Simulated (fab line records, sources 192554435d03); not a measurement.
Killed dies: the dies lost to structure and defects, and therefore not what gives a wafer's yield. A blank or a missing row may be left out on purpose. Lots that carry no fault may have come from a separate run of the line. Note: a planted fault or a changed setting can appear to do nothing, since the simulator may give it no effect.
The tool behind it: which one? -- flow n5Finfet -- 11 lots, 31 wafers sampled, at 5 steps of a route of 1938

## WHAT THE GAUGES SHOWED, per wafer
N5_BEOL_M4_OCD_MEAS_38. Usual: trenchDepthNm reads 56.1 nm (standard deviation 1).
lot,measured,on,trenchDepthNm (nm),flag
L168,day 8 09:09,ocd-02,56.2 56.4 57.6,
L169,day 8 19:40,ocd-02,56.8 56.0 56.8,
L172,day 9 13:46,ocd-02,56.5 55.5 55.9,
L173,day 9 14:14,ocd-02,57.8 56.5 54.3,
L174,day 9 14:21,ocd-02,56.3 56.5 56.5,
L175,day 10 07:48,ocd-01,56.5 56.1 56.5,
L179,day 11 10:44,ocd-02,54.6 56.4 57.7,
L181,day 11 16:55,ocd-02,56.7 54.5 56.8,
L188,day 14 16:11,ocd-02,57.2 53.9,
L187,day 14 16:14,ocd-01,55.1 56.9 54.4,
L189,day 14 19:35,ocd-02,55.6 54.7,

N5_BEOL_M4_RC_MEAS_101. Usual: DIBL_N 37.2 mV/V, standard deviation 2.1; DIBL_P 37.3 mV/V, standard deviation 2.3; IOFF_N 0.18 nA/um, standard deviation 0.041; IOFF_P 0.24 nA/um, standard deviation 0.042; ION_N 680 uA/um, standard deviation 13; ION_P 466 uA/um, standard deviation 7.7; SS_N 71.8 mV/dec, standard deviation 0.68; SS_P 73.5 mV/dec, standard deviation 0.66; VT_N 249 mV, standard deviation 3.6; VT_P -248 mV, standard deviation 3.4.
lot,measured,on,DIBL_N (mV/V),DIBL_P (mV/V),IOFF_N (nA/um),IOFF_P (nA/um),ION_N (uA/um),ION_P (uA/um),SS_N (mV/dec),SS_P (mV/dec),VT_N (mV),VT_P (mV),flag
L168,day 8 14:06,prober-01,38.8 37.1 38.4,39.0 37.3 38.6,0.22 0.19 0.21,0.26 0.22 0.25,688 686 702,462 463 467,72.4 72.2 72.2,73.5 73.2 73.4,248 247 245,-249 -251 -248,
L169,day 9 01:14,prober-01,39.2 38.1 39.9,39.5 37.7 41.7,0.23 0.19 0.27,0.27 0.23 0.32,705 689 712,473 468 482,71.8 72.9 72.1,74.0 73.8 74.1,243 248 242,-247 -252 -243,
L172,day 9 18:03,prober-02,34.4 35.4 35.9,33.7 35.4 35.8,0.13 0.14 0.15,0.19 0.21 0.22,676 668 673,468 460 464,71.2 71.7 71.1,73.0 72.4 73.9,254 252 248,-252 -248 -246,
L173,day 9 18:40,prober-01,35.8 37.4 35.7,37.3 38.3 36.9,0.16 0.17 0.15,0.21 0.22 0.19,681 670 680,466 460 468,70.9 71.6 71.0,72.9 73.8 73.2,252 250 251,-251 -252 -253,
L174,day 9 19:36,prober-01,34.2 36.8 38.3,34.9 37.7 39.7,0.13 0.17 0.22,0.18 0.24 0.27,669 677 696,460 465 475,71.1 71.3 72.6,72.9 73.5 73.5,252 246 242,-253 -247 -247,
L175,day 10 12:20,prober-02,35.3 33.3 36.0,36.0 34.3 36.6,0.16 0.13 0.18,0.26 0.22 0.28,686 670 686,475 473 477,72.0 70.9 71.9,73.8 73.4 73.5,249 250 249,-244 -246 -240,
L179,day 11 14:58,prober-02,40.0 37.1 36.7,39.4 37.3 37.1,0.23 0.16 0.18,0.28 0.25 0.24,675 670 676,465 464 463,73.4 72.4 72.5,73.5 72.5 73.6,246 252 247,-245 -247 -246,
L181,day 11 21:05,prober-02,38.8 36.3 38.8,39.7 36.9 39.1,0.18 0.14 0.19,0.22 0.18 0.21,674 662 680,452 447 457,71.9 71.5 72.1,74.1 73.4 73.1,250 252 248,-254 -256 -252,
L188,day 14 20:22,prober-01,33.0 34.9,34.6 36.7,0.12 0.14,0.19 0.23,675 666,472 466,70.5 71.6,72.3 72.7,250 252,-252 -248,
L187,day 14 21:18,prober-02,35.5 36.6 38.1,36.1 37.3 39.4,0.15 0.17 0.23,0.19 0.22 0.26,678 667 704,459 457 473,71.7 71.9 72.0,73.9 74.1 74.4,251 248 242,-252 -249 -248,
L189,day 15 00:02,prober-02,37.5 38.1,36.9 37.8,0.18 0.20,0.25 0.27,675 677,466 463,72.0 72.2,73.6 74.2,251 248,-249 -245,

## WHAT TOOL EACH LOT RAN ON (gives the tool, then ch and the chambers of the sampled wafers, and finally the start)
lot,N5_BEOL_M4_SURFACE_TREAT_85,N5_BEOL_M4_SPUTTER_79,N5_BEOL_M4_SPUTTER_81
L168,"pvdSputter-01, day 8 10:26","pvdSputter-02, day 8 11:19","pvdSputter-02, day 8 11:32"
L169,"pvdSputter-01, day 8 21:54","pvdSputter-01, day 8 22:36","pvdSputter-01, day 8 22:49"
L172,"pvdSputter-02, day 9 14:34","pvdSputter-02, day 9 15:06","pvdSputter-02, day 9 15:19"
L173,"pvdSputter-01, day 9 15:17","pvdSputter-01, day 9 15:52","pvdSputter-01, day 9 16:05"
L174,"pvdSputter-01, day 9 15:20","pvdSputter-02, day 9 16:56","pvdSputter-02, day 9 17:10"
L175,"pvdSputter-02, day 10 08:55","pvdSputter-03, day 10 09:23","pvdSputter-03, day 10 09:36"
L179,"pvdSputter-02, day 11 11:21","pvdSputter-02, day 11 11:47","pvdSputter-02, day 11 12:01"
L181,"pvdSputter-01, day 11 17:58","pvdSputter-02, day 11 18:26","pvdSputter-02, day 11 18:40"
L188,"pvdSputter-02, day 14 17:08","pvdSputter-02, day 14 17:41","pvdSputter-02, day 14 17:54"
L187,"pvdSputter-02, day 14 17:17","pvdSputter-03, day 14 17:59","pvdSputter-03, day 14 18:12"
L189,"pvdSputter-01, day 14 20:27","pvdSputter-01, day 14 20:58","pvdSputter-01, day 14 21:11"
- N5_BEOL_M4_SURFACE_TREAT_85
- N5_BEOL_M4_SPUTTER_79: material Cu, target thk 4.5 nm, time 8.29 s.
- N5_BEOL_M4_SPUTTER_81: material Cu, target thk 4.5 nm, time 8.29 s.

## AS READ BY THE TOOLS THEMSELVES (means over the sampled wafers that have a number; for cases with no such wafer, the mark the record gives instead)
N5_BEOL_M4_SPUTTER_79. Usual: chamberPressurePa 0.07001 Pa, standard deviation 0.00015; throttleValvePct 30.2 %, standard deviation 1.2.
lot,tool,chamberPressurePa (Pa),throttleValvePct (%),flag
L168,pvdSputter-02,0.07000,29.1,
L169,pvdSputter-01,0.07005,31.3,
L172,pvdSputter-02,0.07016,29.1,
L173,pvdSputter-01,0.06985,30.6,
L174,pvdSputter-02,0.07010,29.2,
L175,pvdSputter-03,0.07003,31.0,
L179,pvdSputter-02,0.08166,27.0,OFF
L181,pvdSputter-02,0.08189,26.9,OFF
L188,pvdSputter-02,0.06996,28.9,
L187,pvdSputter-03,0.07002,31.2,
L189,pvdSputter-01,0.07001,30.6,

N5_BEOL_M4_SPUTTER_81. Usual: chamberPressurePa 0.07002 Pa, standard deviation 0.00015; throttleValvePct 30.2 %, standard deviation 1.1.
lot,tool,chamberPressurePa (Pa),throttleValvePct (%),flag
L168,pvdSputter-02,0.06998,29.2,
L169,pvdSputter-01,0.06990,31.2,
L172,pvdSputter-02,0.07011,29.0,
L173,pvdSputter-01,0.07013,30.9,
L174,pvdSputter-02,0.06990,29.0,
L175,pvdSputter-03,0.06991,30.8,
L179,pvdSputter-02,0.06987,29.4,
L181,pvdSputter-02,0.07007,29.3,
L188,pvdSputter-02,0.07000,29.0,
L187,pvdSputter-03,0.06998,30.9,
L189,pvdSputter-01,0.06992,30.5,

## THE ANSWER, worked out from the rows above alone
Rule: a lot counts as off when the mean over its wafers that have a number is more than 3 standard deviations away from the usual mean. A lot without any number at a reading at which 4 lots or more have one is off too. Where the step has rows for the other lots, those lots are counted as sound. After the gauges, taken in route order, come the tools' own readings; for these a lot's mean is taken, as printed above. The first step at which some lot is off is used, and at that step the reading that is off furthest; a lot without a number counts as furthest.
Off, at N5_BEOL_M4_SPUTTER_79 on chamberPressurePa: L179, L181.
If a tool, at that step or one of the process steps before it, ran each lot that is off and ran no sound lot following the first of them, it fits. No candidate that was tried fits.

## WHAT THE SIMULATOR HAD PUT IN
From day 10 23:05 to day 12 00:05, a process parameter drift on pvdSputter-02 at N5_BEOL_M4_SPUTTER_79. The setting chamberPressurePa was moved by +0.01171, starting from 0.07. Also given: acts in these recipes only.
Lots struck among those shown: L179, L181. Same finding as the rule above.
